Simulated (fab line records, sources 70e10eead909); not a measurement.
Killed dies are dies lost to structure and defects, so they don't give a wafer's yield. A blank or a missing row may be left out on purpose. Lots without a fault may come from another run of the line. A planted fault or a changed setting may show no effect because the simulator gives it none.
Chamber matching | flow nand_harc | NHARC_A_CONTACT_DEP_85 on pecvd-03: 3 sister chambers
The step deposits SiON, target thk 60 nm. 6 wafers are shown with their chamber, then 10 later ones without.

WAFERS WITH THEIR CHAMBER
wafer  | chamber | rf_fwd_power_W (W) | heater_power_w (W)
L084.2 | 0       | 348.5              | 767
L084.6 | 2       | 347.3              | 748
L083.3 | 0       | 349.5              | 769
L085.3 | 2       | 348.6              | 841
L086.2 | 1       | 347.5              | 904
L086.4 | 1       | 348.1              | 900

WAFERS WITHOUT THEIR CHAMBER
wafer  | rf_fwd_power_W (W) | heater_power_w (W)
L086.6 | 348.5              | 748
L087.2 | 347.1              | 834
L087.4 | 348.3              | 835
L087.5 | 348.5              | 793
L090.2 | 346.9              | 824
L090.3 | 348.0              | 830
L090.6 | 348.3              | 809
L091.2 | 347.0              | 735
L091.3 | 347.5              | 668
L091.6 | 349.8              | 694

WHICH CHAMBER EACH WENT THROUGH
wafer  | from the rows above          | in truth
L086.6 | can't be placed: 0 or 2      | 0
L087.2 | can't be placed: 2 or 1 or 0 | 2
L087.4 | can't be placed: 2 or 1 or 0 | 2
L087.5 | can't be placed: 2 or 0      | 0
L090.2 | can't be placed: 2 or 1 or 0 | 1
L090.3 | can't be placed: 2 or 1 or 0 | 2
L090.6 | can't be placed: 2 or 0 or 1 | 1
L091.2 | can't be placed: 2 or 0      | 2
L091.3 | can't be placed: 0 or 2      | 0
L091.6 | can't be placed: 0 or 2      | 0
Placed correctly: 0 of 10. Can't be placed from these rows: 10 (the true chamber is among the candidates in 10). Placed wrongly: 0.
How it was worked out, from the rows above alone: a wafer's distance from a chamber is the root of the sum, over the readings, of the square of ((its reading less the chamber's mean) divided by the reading's scatter). The wafer belongs to the nearest chamber; if the next one is less than 2 further off, it can't be placed. A chamber's mean is the mean of its shown wafers. The scatter: the root of (the sum of the squares of (reading less its chamber's mean) over the shown wafers, divided by (wafers less chambers)).
